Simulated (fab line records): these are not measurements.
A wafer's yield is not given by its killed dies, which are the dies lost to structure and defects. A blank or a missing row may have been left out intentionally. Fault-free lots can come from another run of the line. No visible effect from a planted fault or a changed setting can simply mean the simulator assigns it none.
Chamber matching	flow nand harc	rie diel-13 running NHARC_A_CHANNEL_HOLE_D1_DESCUM_15: 4 sister chambers
The step chemistry O2, time 3 s. 4 wafers are shown with their chamber, then 7 later ones without.

== WAFERS WITH THEIR CHAMBER ==
wafer	chamber	drypump motor current A (A)
L182.4	1	5.6
L194.6	2	5.8
L199.1	3	5.7
L199.4	0	6.0

== WAFERS WITH NO CHAMBER GIVEN ==
wafer	drypump motor current A (A)
L199.5	6.0
L201.2	5.8
L201.4	5.7
L201.5	6.1
L204.1	5.8
L204.2	5.6
L204.5	5.8

== WHICH CHAMBER EACH ONE RAN IN ==
wafer	from the rows above	in truth
L199.5	0	0
L201.2	2	2
L201.4	3	3
L201.5	0	0
L204.1	2	2
L204.2	1	1
L204.5	2	2
7 of 7 placed correctly. Not placeable from these rows: 0. Placed wrongly: 0.
How it was worked out, from the rows above alone: a wafer's distance from a chamber is the root of the sum, over the readings, of the square of ((its reading less the chamber's mean) divided by the reading's scatter). The wafer belongs to the nearest chamber; if the next one is less than 2 further off, it can't be placed. The mean given for a chamber averages the wafers shown for that chamber. The scatter: root of mean squared gap, hidden wafer to nearest shown wafer, with one shown wafer a chamber.
